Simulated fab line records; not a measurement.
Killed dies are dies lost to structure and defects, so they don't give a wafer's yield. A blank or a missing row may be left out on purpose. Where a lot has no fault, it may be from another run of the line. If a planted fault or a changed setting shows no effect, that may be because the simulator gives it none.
2 desks looking at one fault / flow n5 finfet / every desk sees just its own numbers, and what lay behind them comes last

== DESK OF THE TOOL OWNER: rie diel-01 ==
The tool's own readings at N5_BEOL_M3_ETCHBACK_99 (etches SiO2 in CHF3, target depth 5 nm, time 10.4 s): means of the sampled wafers that have a number, for each lot that ran on this tool. Marked OUT: a lot whose mean sits more than 4 standard deviations from the usual mean, which makes it out of limits; the brackets give that distance.
Columns: A = drypump motor current A at N5_BEOL_M3_ETCHBACK_99, usual 5.9 A; B = oes product au at N5_BEOL_M3_ETCHBACK_99, usual 0.76 a.u.; C = rf vpp V at N5_BEOL_M3_ETCHBACK_99, usual 240 V; D = showerhead plenum p Torr at N5_BEOL_M3_ETCHBACK_99, usual 2.15 Torr; E = throttle valve pct at N5_BEOL_M3_ETCHBACK_99, usual 17.18 %
lot=L768; first seen here=day 7 15:53; A=5.5; B=0.71; C=239; D=2.20; E=17.38
lot=L773; first seen here=day 8 18:16; A=5.4; B=0.73; C=238; D=2.18; E=17.33
lot=L781; first seen here=day 10 14:26; A=5.5; B=1.25 (+6.2) OUT; C=239; D=2.21; E=17.14
This desk's finding: out of limits on L781; first on L781, day 10 14:26 (oes product au at N5_BEOL_M3_ETCHBACK_99). Within limits: L768, L773.

== FROM THE METROLOGY DESK ==
What the gauges read for every lot (on any tool): the sampled wafers with a number, averaged. Marked OUT: a lot whose mean sits more than 4 standard deviations from the usual mean, which makes it out of limits; the brackets give that distance. Readings shown: 7 of its 11, picked as those furthest out on some lot.
Columns: A = cd nm at N5_BEOL_M3_CD_MEAS_18, usual 17.9 nm; B = DIBL_N at N5_BEOL_M4_RC_MEAS_101, usual 36.4 mV/V; C = DIBL_P at N5_BEOL_M4_RC_MEAS_101, usual 36.1 mV/V; D = IOFF_N at N5_BEOL_M4_RC_MEAS_101, usual 0.16 nA/um; E = IOFF_P at N5_BEOL_M4_RC_MEAS_101, usual 0.20 nA/um; F = SS_N at N5_BEOL_M4_RC_MEAS_101, usual 71.6 mV/dec; G = VT_P at N5_BEOL_M4_RC_MEAS_101, usual -251 mV
lot=L769; first seen here=day 7 09:16; A=17.3; B=35.4; C=35.8; D=0.15; E=0.18; F=71.1; G=-251
lot=L768; first seen here=day 7 14:10; A=17.9; B=40.6; C=41.9; D=0.22; E=0.26; F=72.6; G=-250
lot=L773; first seen here=day 8 14:46; A=18.2; B=36.1; C=35.7; D=0.18; E=0.21; F=71.6; G=-249
lot=L775; first seen here=day 9 00:36; A=17.9; B=35.8; C=34.3; D=0.14; E=0.20; F=71.0; G=-249
lot=L776; first seen here=day 9 09:20; A=18.0; B=38.4; C=38.2; D=0.20; E=0.23; F=72.6; G=-249
lot=L781; first seen here=day 10 09:01; A=18.0; B=36.8; C=34.2; D=0.14; E=0.22; F=71.6; G=-248
lot=L783; first seen here=day 11 01:11; A=17.7; B=36.7; C=35.3; D=0.16; E=0.20; F=71.3; G=-252
lot=L788; first seen here=day 12 15:22; A=17.9; B=36.1; C=36.6; D=0.14; E=0.18; F=71.3; G=-255
lot=L789; first seen here=day 12 22:31; A=18.0; B=36.5; C=36.1; D=0.16; E=0.18; F=71.3; G=-255
Result from this desk: across the 9 lots, nothing is out of limits.

== TAKEN TOGETHER ==
The tool owner's desk could have raised an alarm at day 10 14:26, on L781.
From the metrology desk's view, nothing was out of limits.
The metrology desk holds a record of L781, inside its limits.
The lots listed all ran N5_BEOL_M3_ETCHBACK_99 on rie diel-01.

== WHAT WAS PUT IN BY THE SIMULATOR ==
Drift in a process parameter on rie diel-01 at N5_BEOL_M3_ETCHBACK_99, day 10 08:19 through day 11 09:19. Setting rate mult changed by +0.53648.
Shown lots that were struck: L781.
Hours from the fault's start to each desk's first reading out of limits: the tool owner's desk, 6.
